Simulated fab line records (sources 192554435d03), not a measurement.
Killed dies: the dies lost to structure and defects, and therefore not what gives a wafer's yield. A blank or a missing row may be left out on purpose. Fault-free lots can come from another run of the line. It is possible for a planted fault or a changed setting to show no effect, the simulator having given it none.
fab line records | flow n5_finfet
record lots=5 | wafers=15 | last_day=19
route steps=1938 shown HKMG_FIN@423 BEOL_M4@1111 PASSIVATION@1936
lots untouched by any fault: they come from a run of this same line in which no faults occurred
start_h: start of the lot's first displayed wafer, in hours after the record's first day | wait_h: how many hours have passed since the lot's step before this one | " unchanged from the row above | L1.1+2: one row covering several wafers at once | - either no value or no given start | * or withheld: withheld | < > ~ a bound
route shown NAME@n: names a module that has steps shown in the file, with the first one's number in the route | usual: the fault-free wafers' mean and standard deviation | same: alike in all rows | chamber/n: place in a boat | sites: each site's reading | _std_site: their standard deviation | _edge_site: inner sites' mean taken away from outer sites' mean | radius_mm: how far each site lies from the wafer's centre | mask NAME#n: copy n | behind: tool/chamber where the wafer was last shaped | hold: why the lot was held/for how many hours/how that ended | device: whichever transistor did not switch (one of n, p or np) | end of line: tests of these same wafers at the route's end | a step with no rows: only its recipe | killed: dies that structure and defects cost at the first sort, which is not the same as the wafer's yield | map: the dies of a wafer, with x for killed, . for not killed, _ for no die there
set.NAME: the setting that was run; set.NAME@STEP: the one run at that earlier step | model.NAME: the simulator's own value behind a step, which no gauge read
lots at some steps of the route; a table a step, a row a wafer
services: a tool's chamber out of use, with start hour (start_h, from the record's first day; less than 0 if before it), hours out, and reason
## steps
# step N5_HKMG_FIN_COAT_30
# recipe resist=SiARC | temp_c=220 | time_s=60 | spin_rpm=1500 | resist_thk_nm=35
# step N5_HKMG_FIN_COAT_06
# recipe resist=CAR-ArF | spin_rpm=1500 | resist_thk_nm=90
# step N5_HKMG_FIN_EBR_08
# recipe solvent=PGMEA | ebr_width_mm=1.5
# step N5_HKMG_FIN_SOFTBAKE_07
# recipe temp_c=110 | time_s=60 | resist=CAR-ArF
# step N5_HKMG_FIN_EXPOSE_09
# recipe mask_id=NWFM | na=1.35 | source_shape=conventional | sigma_outer=0.8 | polarization=unpolarized | dose_mj=39.25
# step N5_HKMG_FIN_PEB_10
# recipe peb_temp_c=withheld | peb_time_s=60 | resist=CAR-ArF
# step N5_HKMG_FIN_DEVELOP_11
# recipe develop_time_s=30 | developer=TMAH | resist=CAR-ArF | dev_temp_c=23 | rinse_liquid=diw | dry=air_spin
# step N5_HKMG_FIN_DESCUM_17
# recipe chemistry=O2 | time_s=7.9 | source_power_w=50 | bias_power_w=20 | pressure_mtorr=20 | rf_frequency_hz=2.712e+07 | temp_c=40 | resist=CAR-ArF | o2_flow_sccm=225
# step N5_HKMG_FIN_ETCH_31
# recipe chemistry=CF4 | target=SiARC | target_depth_a=455 | mask_material=CAR-ArF | time_s=75.8 | ion_energy_ev=80 | pressure_mtorr=40 | source_w=545 | bias_w=36 | Ar_flow_sccm=100 | cf4_flow_sccm=100 | ends=cleared
# step N5_HKMG_FIN_ETCH_32
# recipe chemistry=N2/H2 | target=SOC | target_depth_a=2400 | temp_c=40 | time_s=300 | ion_energy_ev=200 | mask_material=SiARC | pressure_mtorr=30 | source_w=840 | bias_w=150 | n2_flow_sccm=200 | h2_flow_sccm=200
# usual bias_w=150.1/0.49 | chamber_pressure_mTorr=30.001/0.028 | drypump_motor_current_A=5.8/0.51 | oes_product_au=0.74/0.069 | rf_vpp_V=523.9/2.8 | showerhead_plenum_p_Torr=2.54/0.1 | temp_c=40.00/0.099 | throttle_valve_pct=17.88/0.29
lot.wafer | tool        | chamber | start_h | wait_h | bias_w | chamber_pressure_mTorr | drypump_motor_current_A | oes_product_au | rf_hours_counter_h | rf_vpp_V | showerhead_plenum_p_Torr | temp_c | throttle_valve_pct | model.CAR-ArF_of_HKMG_FIN_COAT_06.thk_nm | model.HKMG_FIN.feature_depth_nm | model.SiARC_of_HKMG_FIN_COAT_30.thk_nm
L631.3    | rie_diel-06 | 3       | 137.69  | 0.0    | 150.3  | 30.025                 | 6.8                     | 0.71           | 207                | 526.4    | 2.63                     | 40.08  | 17.86              | 0                                        | 235.6                           | 21.4
L631.5    | "           | 0       | "       | "      | 150.3  | 30.039                 | 5.9                     | 0.75           | -                  | 526.5    | 2.64                     | 40.04  | 18.02              | 0                                        | 241.4                           | 20.8
L631.6    | "           | 3       | "       | "      | 150.2  | 29.970                 | 6.8                     | 0.70           | -                  | 525.9    | 2.63                     | 40.06  | 17.85              | 0                                        | 233.2                           | 21.4
L639.2    | rie_diel-06 | 1       | 183.63  | 0.0    | -      | -                      | -                       | -              | -                  | -        | -                        | -      | -                  | 50.6                                     | 227                             | 35
L639.4    | "           | 2       | "       | "      | -      | -                      | -                       | -              | -                  | -        | -                        | -      | -                  | 50.6                                     | 214                             | 35
L639.5    | "           | 2       | "       | "      | -      | -                      | -                       | -              | -                  | -        | -                        | -      | -                  | 50.8                                     | 224.8                           | 35
L640.1    | rie_diel-03 | 2       | 189.21  | 0.0    | -      | -                      | -                       | -              | -                  | -        | -                        | -      | -                  | 50.8                                     | 212                             | 35
L640.2    | "           | 0       | "       | "      | -      | -                      | -                       | -              | -                  | -        | -                        | -      | -                  | 50.8                                     | 227.6                           | 35.2
L640.4    | "           | 1       | "       | "      | -      | -                      | -                       | -              | -                  | -        | -                        | -      | -                  | 50.6                                     | 214.4                           | 35.2
L641.1    | rie_diel-06 | 0       | 197.83  | 0.0    | -      | -                      | -                       | -              | -                  | -        | -                        | -      | -                  | 51                                       | 228                             | 35
L641.4    | "           | 2       | "       | "      | -      | -                      | -                       | -              | -                  | -        | -                        | -      | -                  | 50.8                                     | 217.2                           | 35
L641.5    | "           | 3       | "       | "      | -      | -                      | -                       | -              | -                  | -        | -                        | -      | -                  | 50.8                                     | 213                             | 35
L643.3    | rie_diel-02 | 0       | 206.51  | 0.0    | 150.0  | 30.033                 | 6.1                     | 0.94           | 23                 | 528.6    | 2.71                     | 40.10  | 17.18              | 0                                        | 250.4                           | 20.4
L643.5    | "           | 0       | "       | "      | 150.2  | 30.023                 | 6.1                     | 0.94           | -                  | 527.8    | 2.71                     | 40.13  | 17.16              | 0                                        | 247.2                           | 20.6
L643.6    | "           | 3       | "       | "      | 150.7  | 29.976                 | 6.3                     | 0.72           | -                  | 519.9    | 2.43                     | 40.01  | 17.65              | 0                                        | 240.6                           | 21.2
# step N5_HKMG_FIN_STRIP_33
# recipe chemistry=N2/H2 | temp_c=40 | n2_flow_sccm=200 | h2_flow_sccm=200 | rf_frequency_hz=6e+07
# step N5_HKMG_FIN_STRIP_34
# recipe chemistry=CF4 | resist=SiARC | power_w=300 | bias_power_w=75 | pressure_mtorr=50 | cf4_flow_sccm=150 | rf_frequency_hz=6e+07
# step N5_HKMG_FIN_ETCH_35
# recipe chemistry=N2/H2 | target=SOC | target_depth_a=2158 | ion_energy_ev=65 | bias_w=5 | source_w=3000 | time_s=243.4 | pressure_mtorr=30 | n2_flow_sccm=200 | h2_flow_sccm=200
# step N5_HKMG_FIN_STRIP_92
# recipe chemistry=N2/H2 | material=SOC | time_s=20 | power_w=500 | temp_c=40 | pressure_mtorr=50 | rf_frequency_hz=6e+07 | bias_power_w=8 | h2_frac=0.5 | n2_flow_sccm=300 | h2_flow_sccm=300
# step N5_HKMG_FIN_WET_ETCH_18
# recipe chemistry=SC1 | target=TiN | mix=1:1:5 | temp_c=* | time_s=55 | target_depth_nm=5.2 | dry=ipa_marangoni | rinse_time_s=30 | rinse_temp_c=23
# step N5_HKMG_FIN_STRIP_19
# recipe chemistry=N2/H2 | power_w=2500 | temp_c=300 | h2_frac=0.65 | time_s=360 | pressure_mtorr=withheld | n2_flow_sccm=1750 | h2_flow_sccm=3250
# step N5_HKMG_FIN_ALD_91
# recipe material=TiN | target_thk_a=10 | temp_c=400 | ald_precursor_family=TiCl4 | ald_co_reactant=NH3 | pulse_time_s=1 | purge_time_s=3 | co_reactant_purge_time_s=2 | co_reactant_pulse_time_s=2 | ald_cycles=47 | pressure_torr=3
# step N5_HKMG_FIN_COAT_85
# recipe resist=SOC | temp_c=250 | time_s=60 | spin_rpm=1500 | resist_thk_nm=300
# step N5_HKMG_FIN_ETCH_86
# recipe chemistry=N2/H2 | target=SOC | target_depth_a=3932 | stop_on=TiN | ion_energy_ev=100 | bias_w=61 | pressure_mtorr=30 | source_w=850 | n2_flow_sccm=200 | h2_flow_sccm=200
# step N5_HKMG_FIN_STRIP_89
# recipe chemistry=N2/H2 | material=SOC | time_s=20 | power_w=500 | temp_c=40 | pressure_mtorr=50 | rf_frequency_hz=6e+07 | bias_power_w=8 | h2_frac=0.5 | n2_flow_sccm=300 | h2_flow_sccm=300
# step N5_HKMG_FIN_WET_ETCH_87
# recipe chemistry=SC1 | target=TiN | mix=1:2:40 | temp_c=50 | time_s=154.2 | target_depth_nm=4.7 | dry=ipa_marangoni | rinse_time_s=30 | rinse_temp_c=23
# step N5_HKMG_FIN_STRIP_88
# recipe chemistry=N2/H2 | power_w=2500 | temp_c=300 | h2_frac=0.65 | time_s=360 | pressure_mtorr=withheld | n2_flow_sccm=1750 | h2_flow_sccm=3250
# step N5_HKMG_FIN_NWFM_ALD_20
# recipe material=TiAlC | target_thk_a=20 | temp_c=300 | ald_precursor_family=TiCl4 | ald_co_reactant=TEA | pulse_time_s=3 | purge_time_s=2 | co_reactant_purge_time_s=2 | co_reactant_pulse_time_s=10 | ald_cycles=7 | pressure_torr=3
# step N5_HKMG_FIN_ALD_71
# recipe material=TiN | target_thk_a=10 | temp_c=400 | ald_precursor_family=TiCl4 | ald_co_reactant=NH3 | pulse_time_s=1 | purge_time_s=3 | co_reactant_purge_time_s=2 | co_reactant_pulse_time_s=2 | ald_cycles=47 | pressure_torr=3
# step N5_HKMG_FIN_COAT_66
# recipe resist=SOC | temp_c=250 | time_s=60 | spin_rpm=1500 | resist_thk_nm=300
# step N5_HKMG_FIN_ETCH_67
# recipe chemistry=N2/H2 | target=SOC | target_depth_a=3889 | stop_on=TiN | ion_energy_ev=100 | bias_w=61 | pressure_mtorr=30 | source_w=850 | n2_flow_sccm=200 | h2_flow_sccm=200
# step N5_HKMG_FIN_STRIP_90
# recipe chemistry=N2/H2 | material=SOC | time_s=20 | power_w=500 | temp_c=40 | pressure_mtorr=50 | rf_frequency_hz=6e+07 | bias_power_w=8 | h2_frac=0.5 | n2_flow_sccm=300 | h2_flow_sccm=300
# step N5_HKMG_FIN_WET_ETCH_73
# recipe chemistry=SC1 | mix=1:2:40 | temp_c=50 | time_s=42.3 | target_depth_nm=1.3 | dry=ipa_marangoni | rinse_time_s=30 | rinse_temp_c=23
# step N5_HKMG_FIN_ETCHBACK_68
# recipe chemistry=Cl2/Ar | stop_on=HfO2 | target_depth_a=5 | pressure_mtorr=10 | icp_w=600 | bias_w=60 | Cl2_flow_sccm=40 | Ar_flow_sccm=60
# step N5_HKMG_FIN_STRIP_69
# recipe chemistry=N2/H2 | power_w=2500 | temp_c=300 | h2_frac=0.65 | time_s=360 | pressure_mtorr=withheld | n2_flow_sccm=1750 | h2_flow_sccm=3250
# step N5_HKMG_FIN_ALD_21
# recipe material=TiN | target_thk_a=15 | temp_c=400 | ald_precursor_family=TiCl4 | ald_co_reactant=NH3 | pulse_time_s=1 | purge_time_s=3 | co_reactant_purge_time_s=2 | co_reactant_pulse_time_s=2 | ald_cycles=68 | pressure_torr=3
# step N5_HKMG_FIN_ALD_72
# recipe material=W | target_thk_a=20 | temp_c=300 | pressure_torr=7.5 | ald_precursor_family=WF6 | ald_co_reactant=B2H6 | pulse_time_s=1 | purge_time_s=2 | co_reactant_purge_time_s=2 | co_reactant_pulse_time_s=3 | ald_cycles=7
# step N5_HKMG_FIN_W_FILL_22
# recipe material=W | target_thk_a=600 | temp_c=400 | pressure_torr=39.4 | time_s=18.2
# step N5_HKMG_FIN_PRECLEAN_83
# recipe chemistry=DIW | time_s=57.5 | temp_c=23
# step N5_HKMG_FIN_SRD_84
# recipe dry_time_s=32 | dry=n2_spin | spin_rpm=1500
# step N5_HKMG_FIN_CMP_23
# recipe stop_on=SiNx | t_overpolish_s=10 | post_cmp_clean=rinse_only | down_force_psi=4 | platen_rpm=50.289 | pad_velocity_m_s=1.0006 | target_thk_nm=46.326
# step N5_HKMG_FIN_CMP_94
# recipe stop_on=SiNx | post_cmp_clean=w_dilute_nh4oh | t_overpolish_s=4.7 | down_force_psi=4 | platen_rpm=50.289 | pad_velocity_m_s=1.0006 | target_thk_nm=43.299
# step N5_BEOL_M4_RC_MEAS_101
# usual DIBL_N=36.3/1.6 | DIBL_P=36.4/2.1 | IOFF_N=0.16/0.032 | IOFF_N_85C=3.1/0.53 | IOFF_N_LIN=0.074/0.012 | IOFF_N_LONG=5.54e-05/2.5e-06 | IOFF_P=0.22/0.044 | ION_N=675/12 | ION_P=463/8.3 | SS_N=71.6/0.64 | SS_P=73.3/0.67 | VT_N=250/3.3 | VT_N_LONG=274.8/1.9 | VT_N_LVT=99/3.1 | VT_P=-250/3.7
lot.wafer | tool      | chamber | start_h | wait_h | DIBL_N[mV/V] | DIBL_P[mV/V] | IOFF_N[nA/um] | IOFF_N_85C[nA/um] | IOFF_N_LIN[nA/um] | IOFF_N_LONG[nA/um] | IOFF_P[nA/um] | ION_N[uA/um] | ION_P[uA/um] | SS_N[mV/dec] | SS_P[mV/dec] | VT_N[mV] | VT_N_LONG[mV] | VT_N_LVT[mV] | VT_P[mV]
L631.3    | prober-01 | 0       | 284.60  | 0.3    | 37.5         | 37.7         | 0.17          | 3.4               | 0.078             | 5.73e-05           | 0.24          | 667          | 459          | 71.5         | 73.5         | 251      | 271.9         | 99           | -246
L631.5    | "         | 0       | "       | "      | 37.4         | 37.6         | 0.18          | 3.5               | 0.082             | 5.81e-05           | 0.25          | 680          | 464          | 71.6         | 73.1         | 247      | 272.1         | 97           | -244
L631.6    | "         | 0       | "       | "      | 36.3         | 35.9         | 0.15          | 3.0               | 0.071             | 5.79e-05           | 0.22          | 673          | 470          | 71.2         | 73.3         | 250      | 272.2         | 100          | -250
L640.1    | prober-02 | 0       | 317.05  | 0.0    | 37.7         | 37.0         | 0.00          | 0.0               | 0.000             | 2.88e-05           | 0.18          | 241          | 463          | 71.4         | 73.3         | 456      | 478.4         | 305          | -256
L640.2    | "         | 0       | "       | "      | 36.0         | 35.4         | 0.00          | 0.0               | 0.000             | 2.98e-05           | 0.17          | 240          | 459          | 71.3         | 72.8         | 458      | 487.5         | 300          | -254
L640.4    | "         | 0       | "       | "      | 34.7         | 33.3         | 0.00          | 0.0               | 0.000             | 2.89e-05           | 0.13          | 228          | 443          | 71.1         | 72.2         | 465      | 484.0         | 309          | -259
L641.1    | prober-01 | 0       | 321.61  | 0.0    | 39.1         | 40.5         | 0.00          | 0.0               | 0.000             | 3.38e-05           | 0.32          | 249          | 475          | 72.6         | 74.5         | 446      | 478.8         | 295          | -243
L641.4    | "         | 0       | "       | "      | 36.1         | 36.6         | 0.00          | 0.0               | 0.000             | 3.29e-05           | 0.24          | 243          | 467          | 72.0         | 73.4         | 452      | 479.0         | 302          | -247
L641.5    | "         | 0       | "       | "      | 35.1         | 35.8         | 0.00          | 0.0               | 0.000             | 3.29e-05           | 0.24          | 245          | 477          | 71.2         | 72.7         | 453      | 474.3         | 303          | -246
L639.2    | prober-02 | 0       | 323.63  | 0.2    | 38.0         | 39.4         | 0.00          | 0.0               | 0.000             | 3.15e-05           | 0.27          | 244          | 474          | 71.1         | 73.8         | 448      | 481.6         | 303          | -245
L639.4    | "         | 0       | "       | "      | 36.5         | 36.9         | 0.00          | 0.0               | 0.000             | 3.3e-05            | 0.23          | 236          | 464          | 72.3         | 73.1         | 452      | 485.2         | 301          | -246
L639.5    | "         | 0       | "       | "      | 35.3         | 35.1         | 0.00          | 0.0               | 0.000             | 3.26e-05           | 0.19          | 236          | 464          | 71.1         | 73.3         | 464      | 477.0         | 306          | -249
L643.3    | prober-02 | 0       | 354.79  | 0.3    | 38.2         | 40.3         | 0.19          | 3.5               | 0.085             | 5.39e-05           | 0.23          | 686          | 464          | 72.5         | 74.5         | 246      | 272.8         | 97           | -249
L643.5    | "         | 0       | "       | "      | 33.0         | 33.1         | 0.10          | 2.1               | 0.051             | 5.32e-05           | 0.13          | 661          | 447          | 71.4         | 71.3         | 259      | 274.7         | 104          | -259
L643.6    | "         | 0       | "       | "      | 36.2         | 37.2         | 0.14          | 2.9               | 0.068             | 5.42e-05           | 0.18          | 674          | 456          | 71.7         | 73.7         | 252      | 272.8         | 100          | -254
# step N5_PASSIVATION_PROBE_49
# usual defect_limited_yield=91.4/1.2 | killed_at_M0_to_M3=35/11 | killed_at_M4_up=14/6 | killed_at_contacts=12/6.7 | killed_at_front_end=37/9.7 | killed_at_other=3.5/2.5 | killed_dies=102/15 | killed_open=67/12 | killed_short=33/7.3 | sort_bin_5_function=5.1/0.81 | sort_bin_6_memory=3.2/0.65 | sort_bin_8_speed=0.00/0.021 | sort_n_pass=1078/15 | sort_yield_pct=91.4/1.2
# same gross_dies=1180 | killed_at_back_side=0 | sort_bin_4_leakage[%]=0
lot.wafer | tool      | chamber | start_h | wait_h | defect_limited_yield[%] | killed_at_M0_to_M3 | killed_at_M4_up | killed_at_contacts | killed_at_front_end | killed_at_other | killed_dies | killed_open | killed_short | sort_bin_5_function[%] | sort_bin_6_memory[%] | sort_bin_8_speed[%] | sort_n_pass | sort_yield_pct[%]
L631.3    | prober-02 | -       | 390.29  | 0.1    | 91.8                    | 40                 | 3               | 13                 | 40                  | 1               | 97          | 64          | 33           | 4.3                    | 3.4                  | 0                   | 1083        | 91.8
L631.6    | prober-02 | -       | 390.44  | 0.3    | 91.4                    | 29                 | 18              | 9                  | 43                  | 3               | 102         | 67          | 35           | 4.9                    | 3.4                  | 0                   | 1078        | 91.4
L641.1    | prober-02 | -       | 414.30  | 0.0    | 90.3                    | 41                 | 9               | 5                  | 58                  | 1               | 114         | 81          | 32           | 5.8                    | 3.5                  | 90.34               | 0           | 0
L641.4    | prober-02 | -       | 414.45  | 0.2    | 91.7                    | 33                 | 6               | 10                 | 47                  | 2               | 98          | 69          | 25           | 4.6                    | 3.5                  | 91.69               | 0           | 0
L641.5    | prober-02 | -       | 414.50  | 0.2    | 90.7                    | 42                 | 9               | 8                  | 47                  | 4               | 110         | 82          | 26           | 5.5                    | 3.5                  | 90.68               | 0           | 0
L639.2    | prober-02 | -       | 425.81  | 0.1    | 92.6                    | 32                 | 13              | 18                 | 21                  | 3               | 87          | 56          | 29           | 4.8                    | 2.2                  | 92.63               | 0           | 0
L639.4    | prober-02 | -       | 425.91  | 0.2    | 91.0                    | 29                 | 17              | 26                 | 30                  | 4               | 106         | 69          | 37           | 5.2                    | 3.3                  | 91.02               | 0           | 0
L639.5    | prober-02 | -       | 425.96  | 0.2    | 93.3                    | 35                 | 9               | 7                  | 21                  | 7               | 79          | 56          | 22           | 4.2                    | 2.2                  | 93.31               | 0           | 0
L640.1    | prober-01 | -       | 430.05  | 0.0    | 92.0                    | 29                 | 12              | 16                 | 36                  | 1               | 94          | 62          | 31           | 5.3                    | 2.5                  | 92.03               | 0           | 0
L640.2    | prober-01 | -       | 430.10  | 0.1    | 91.0                    | 32                 | 11              | 20                 | 42                  | 1               | 106         | 72          | 32           | 5.8                    | 2.9                  | 91.02               | 0           | 0
L640.4    | prober-01 | -       | 430.20  | 0.2    | 90.8                    | 40                 | 20              | 12                 | 33                  | 3               | 108         | 50          | 56           | 5.0                    | 3.5                  | 90.85               | 0           | 0
L643.3    | prober-01 | -       | 463.68  | 0.1    | 91.4                    | 42                 | 14              | 14                 | 26                  | 5               | 101         | 66          | 34           | 5.3                    | 3.2                  | 0                   | 1079        | 91.4
L643.5    | prober-01 | -       | 463.78  | 0.2    | 91.3                    | 38                 | 14              | 13                 | 35                  | 3               | 103         | 61          | 40           | 5.3                    | 2.8                  | 0                   | 1077        | 91.3
L643.6    | prober-01 | -       | 463.83  | 0.3    | 91.9                    | 36                 | 18              | 7                  | 31                  | 3               | 95          | 68          | 27           | 5.0                    | 3.0                  | 0                   | 1085        | 91.9
# killed by level:class
L631.3 MOL_CONTACT_COAG:geometric_particle:open=12 BEOL_M0_SAQP:geometric_particle:open=11 BEOL_M0_SAQP:geometric_particle:short=11 GATE_CUT:geometric_particle:short=9 STI_FIN_REVEAL:geometric_particle:open=7 STARTING-WAFER:geometric_particle:open=6 DUMMY_GATE:geometric_particle:open=5 BEOL_M2:geometric_particle:open=5
L631.6 STI_FIN_REVEAL:geometric_particle:open=11 FIN_SAQP:geometric_particle:short=10 BEOL_M3:geometric_particle:open=9 GATE_CUT:geometric_particle:short=7 MOL_CONTACT_COAG:geometric_particle:open=7 BEOL_M4:geometric_particle:open=7 BEOL_M7:geometric_particle:open=5 BEOL_M0_SAQP:geometric_particle:open=4
L641.1 FIN_SAQP:geometric_particle:open=23 FIN_SAQP:geometric_particle:short=12 BEOL_M3:geometric_particle:open=12 BEOL_M1:geometric_particle:open=10 GATE_CUT:geometric_particle:short=5 MOL_CONTACT_COAG:geometric_particle:open=5 BEOL_M0_SAQP:geometric_particle:open=5 STI_FIN_REVEAL:geometric_particle:open=4
L641.4 FIN_SAQP:geometric_particle:open=19 BEOL_M2:geometric_particle:open=11 STI_FIN_REVEAL:geometric_particle:open=9 MOL_CONTACT_COAG:geometric_particle:open=8 FIN_SAQP:geometric_particle:short=7 BEOL_M0_SAQP:geometric_particle:open=5 BEOL_M3:geometric_particle:open=5 BEOL_M3:geometric_particle:short=4
L641.5 BEOL_M2:geometric_particle:open=14 STI_FIN_REVEAL:geometric_particle:open=13 BEOL_M1:geometric_particle:open=9 FIN_SAQP:geometric_particle:open=7 GATE_CUT:geometric_particle:open=6 MOL_CONTACT_COAG:geometric_particle:open=6 BEOL_M0_SAQP:geometric_particle:open=6 GATE_CUT:geometric_particle:short=5
L639.2 MOL_CONTACT_COAG:geometric_particle:open=14 BEOL_M2:geometric_particle:open=7 BEOL_M0_SAQP:geometric_particle:open=6 FIN_SAQP:geometric_particle:short=4 MOL_CONTACT_COAG:geometric_particle:short=4 BEOL_M0_SAQP:geometric_particle:short=4 BEOL_M1:geometric_particle:open=4 BEOL_M1:geometric_particle:short=4
L639.4 MOL_CONTACT_COAG:geometric_particle:open=21 BEOL_M0_SAQP:geometric_particle:short=15 BEOL_M4:geometric_particle:open=11 BEOL_M0_SAQP:geometric_particle:open=8 FIN_SAQP:geometric_particle:open=7 FIN_SAQP:geometric_particle:short=7 DUMMY_GATE:geometric_particle:open=6 MOL_CONTACT_COAG:geometric_particle:short=5
L639.5 BEOL_M3:geometric_particle:open=9 MOL_CONTACT_COAG:geometric_particle:open=6 BEOL_M2:geometric_particle:open=6 BEOL_M0_SAQP:geometric_particle:open=5 BEOL_M1:geometric_particle:open=4 BEOL_M4:geometric_particle:open=4 FIN_SAQP:geometric_particle:open=3 GATE_CUT:geometric_particle:open=3
L640.1 MOL_CONTACT_COAG:geometric_particle:open=13 BEOL_M1:geometric_particle:open=9 GATE_CUT:geometric_particle:short=7 BEOL_M1:geometric_particle:short=7 FIN_SAQP:geometric_particle:open=5 BEOL_M0_SAQP:geometric_particle:open=5 STARTING-WAFER:geometric_particle:open=5 FIN_SAQP:geometric_particle:short=4
L640.2 MOL_CONTACT_COAG:geometric_particle:open=17 STI_FIN_REVEAL:geometric_particle:open=9 FIN_SAQP:geometric_particle:open=8 DUMMY_GATE:geometric_particle:open=8 BEOL_M0_SAQP:geometric_particle:short=5 BEOL_M2:geometric_particle:open=5 BEOL_M3:geometric_particle:short=5 BEOL_M0_SAQP:geometric_particle:open=4
L640.4 MOL_CONTACT_COAG:geometric_particle:open=8 BEOL_M0_SAQP:geometric_particle:short=7 BEOL_M1:geometric_particle:short=7 BEOL_M0_SAQP:geometric_particle:open=6 BEOL_M1:geometric_particle:open=6 BEOL_M3:geometric_particle:open=6 FIN_SAQP:geometric_particle:short=4 GATE_CUT:geometric_particle:open=4
L643.3 MOL_CONTACT_COAG:geometric_particle:open=10 BEOL_M2:geometric_particle:open=9 BEOL_M0_SAQP:geometric_particle:open=8 BEOL_M0_SAQP:geometric_particle:short=8 STI_FIN_REVEAL:geometric_particle:open=6 BEOL_M3:geometric_particle:open=6 BEOL_M8:geometric_particle:open=5 BEOL_M1:geometric_particle:open=5
L643.5 FIN_SAQP:geometric_particle:short=12 BEOL_M0_SAQP:geometric_particle:short=11 MOL_CONTACT_COAG:geometric_particle:open=10 FIN_SAQP:geometric_particle:open=8 BEOL_M0_SAQP:geometric_particle:open=7 BEOL_M2:geometric_particle:open=5 STI_FIN_REVEAL:geometric_particle:open=4 BEOL_M0:geometric_particle:open=4
L643.6 BEOL_M4:geometric_particle:open=14 BEOL_M3:geometric_particle:open=8 FIN_SAQP:geometric_particle:open=7 FIN_SAQP:geometric_particle:short=7 BEOL_M2:geometric_particle:open=7 MOL_CONTACT_COAG:geometric_particle:open=5 BEOL_M0_SAQP:geometric_particle:short=5 BEOL_M1:geometric_particle:open=5
# map L639.4 (x killed, . not)
_________________..x.x.......________________
______________.x................_____________
___________x......x................__________
__________.......................x.._________
________...x....................x....._______
_______..........x.....x..........x....______
______.......x.x.x.....x....x.......x..._____
_____........x...x.......................____
____........x.x.x..........x..............___
___.........x............x.......x.........__
___..........x................x.xx.........__
__..x.................x...x.x..............._
__.........................................._
_x..x.......xx.................x.............
_x..x.x...x.......x.........x................
_.....xxx.................................x..
_......................x..xx.....xx.......x.x
_............................................
_...x.....x.....x...................x........
_.......x..................x.x.......x.......
_.......x.......x.xx...............x.........
__...x.......x........x......x.......x......_
__.....x..x................................._
___..xx................x........x.....x....__
___..x......x.............x.....x........x.__
____...................x.x................___
_____............x......................x____
______...x....................x..xxx...._____
_______................x...............______
________x...........x.....x.x........._______
__________..............xx.........._________
___________.............x..........__________
______________.x.......x.....x.._____________
_________________............________________
# map L640.4 (x killed, . not)
_________________..x...x.x...________________
______________...x.............._____________
___________.......x.............xx.__________
__________............x...x........._________
________........x....................._______
_______..x.......x..............x......______
______.................................._____
_____.x.......xx.x.......................____
____....................x................x___
___..x........x...........................x__
___.x.x.....x.......x..x...................__
__....x.....x............x..............x..._
__.x........................................_
_x....................x...............x.x....
_.............x.......x.......x..............
_xx.......xx........x....x..........x.x.....x
_...............xx.....x.....................
_....................x.............x...x.....
_.....xx...................x.....x...........
_x........x........x.x.........x.x.x.........
_x.x....x......xx............x..x.x..........
__................x..................x......_
__......................x.x.....x.x........._
___.......x.............x..x......x.....x..__
___..........................xx.....x......__
____...........................x.....x.x..___
_____...........x.x.......x..............____
______.x...x.....................x......_____
_______.....................xx.....x...______
________.............................x_______
__________..........x............x.._________
___________................x..x..x.__________
______________.................._____________
_________________.....xxx....________________
## services
tool        | chamber | start_h | hours | kind
rie_diel-02 | 0       | 115.19  | -     | clean
rie_diel-02 | 0       | 115.19  | -     | consumable_replace:focus_ring
rie_diel-02 | 0       | 115.19  | -     | consumable_replace:showerhead
rie_diel-02 | 0       | 115.19  | 21.1  | scheduled_down
rie_diel-02 | 0       | 115.19  | 21.1  | vent_cycle
rie_diel-06 | 0       | 119.41  | 1.3   | repair
rie_diel-03 | 2       | 127.70  | 2.8   | repair
rie_diel-03 | 0       | 163.82  | -     | clean
rie_diel-03 | 0       | 163.82  | -     | consumable_replace:focus_ring
rie_diel-03 | 0       | 163.82  | 23.9  | scheduled_down
rie_diel-03 | 0       | 163.82  | 23.9  | vent_cycle
rie_diel-02 | 2       | 187.41  | 4.7   | repair
rie_diel-06 | 2       | 204.99  | 5.7   | repair
## key
first_sign step=N5_HKMG_FIN_ETCH_32 | reading=tool_record | direction=missing
effect step=N5_BEOL_M4_RC_MEAS_101 | reading=VT_N_LONG | direction=up | sigmas=99+ | usual=274.8 | struck=480.6
effect step=N5_BEOL_M4_RC_MEAS_101 | reading=VT_N_LVT | direction=up | sigmas=65 | usual=99 | struck=303
effect step=N5_BEOL_M4_RC_MEAS_101 | reading=VT_N | direction=up | sigmas=61 | usual=250 | struck=455
effect step=N5_BEOL_M4_RC_MEAS_101 | reading=ION_N | direction=down | sigmas=36 | usual=675 | struck=240
effect step=N5_BEOL_M4_RC_MEAS_101 | reading=IOFF_N_LONG | direction=down | sigmas=9.5 | usual=5.54e-05 | struck=3.16e-05
effect step=N5_BEOL_M4_RC_MEAS_101 | reading=IOFF_N_LIN | direction=down | sigmas=6.1 | usual=0.074 | struck=0.000
effect step=N5_BEOL_M4_RC_MEAS_101 | reading=IOFF_N_85C | direction=down | sigmas=5.9 | usual=3.1 | struck=0.0
effect step=N5_BEOL_M4_RC_MEAS_101 | reading=IOFF_N | direction=down | sigmas=5 | usual=0.16 | struck=0.00
effect step=N5_PASSIVATION_PROBE_49 | reading=sort_bin_8_speed | direction=up | sigmas=99+ | usual=0.00 | struck=91.51
model_effect step=N5_HKMG_FIN_ETCH_32 | value=CAR-ArF_of_HKMG_FIN_COAT_06.thk_nm | without=0 | struck=50.76
met_at N5_HKMG_FIN_ETCH_32
struck_wafers L639.2,L639.4,L639.5,L640.1,L640.2,L640.4,L641.1,L641.4,L641.5
onset_between 137.69 183.63
fault kind=skipped_step_whole | tool=rie_diel-03,rie_diel-06 | chamber=- | onset_h=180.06 | steps=N5_HKMG_FIN_ETCH_32 | scope=struck_lots_only
